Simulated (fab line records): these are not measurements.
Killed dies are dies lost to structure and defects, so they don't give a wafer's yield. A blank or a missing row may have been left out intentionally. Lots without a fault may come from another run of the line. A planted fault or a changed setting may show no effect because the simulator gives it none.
Matching of chambers / flow nand-harc / NHARC_A_CHANNEL_HOLE_D1_ETCH_38 on rie-diel-09 has 4 sister chambers
The step etches the open film in CF4, target depth 39 nm, time 65 s. 4 wafers are shown with their chamber, then 9 later ones without.

## EACH WAFER AND ITS CHAMBER
wafer=L103.4; chamber=2; drypump-motor-current-A (A)=6.0
wafer=L108.1; chamber=3; drypump-motor-current-A (A)=5.6
wafer=L108.5; chamber=1; drypump-motor-current-A (A)=6.1
wafer=L108.6; chamber=0; drypump-motor-current-A (A)=6.4

## WAFERS WITH NO CHAMBER GIVEN
wafer=L115.1; drypump-motor-current-A (A)=6.0
wafer=L115.2; drypump-motor-current-A (A)=5.6
wafer=L115.5; drypump-motor-current-A (A)=5.5
wafer=L116.3; drypump-motor-current-A (A)=6.1
wafer=L116.4; drypump-motor-current-A (A)=5.5
wafer=L116.6; drypump-motor-current-A (A)=5.5
wafer=L118.2; drypump-motor-current-A (A)=6.0
wafer=L118.5; drypump-motor-current-A (A)=6.1
wafer=L118.6; drypump-motor-current-A (A)=6.1

## THE CHAMBER EACH PASSED THROUGH
wafer=L115.1; from the rows above=can't be placed: 2 or 1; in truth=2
wafer=L115.2; from the rows above=3; in truth=3
wafer=L115.5; from the rows above=3; in truth=3
wafer=L116.3; from the rows above=can't be placed: 1 or 2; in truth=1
wafer=L116.4; from the rows above=3; in truth=3
wafer=L116.6; from the rows above=3; in truth=3
wafer=L118.2; from the rows above=can't be placed: 2 or 1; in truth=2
wafer=L118.5; from the rows above=can't be placed: 1 or 2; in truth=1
wafer=L118.6; from the rows above=can't be placed: 1 or 2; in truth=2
4 of 9 placed correctly. These rows do not allow placing 5 (true chamber among the candidates in 5). Placed wrongly: 0.
How it was worked out, from the rows above alone: a wafer's distance from a chamber is the root of the sum, over the readings, of the square of ((its reading less the chamber's mean) divided by the reading's scatter). If the next closest chamber is less than 2 further off than the closest, the wafer can't be placed; otherwise it belongs to the closest. A chamber's mean is the mean of its shown wafers. The scatter: with one shown wafer a chamber, the root of the mean of the squares of how far each hidden wafer lies from its nearest shown one.
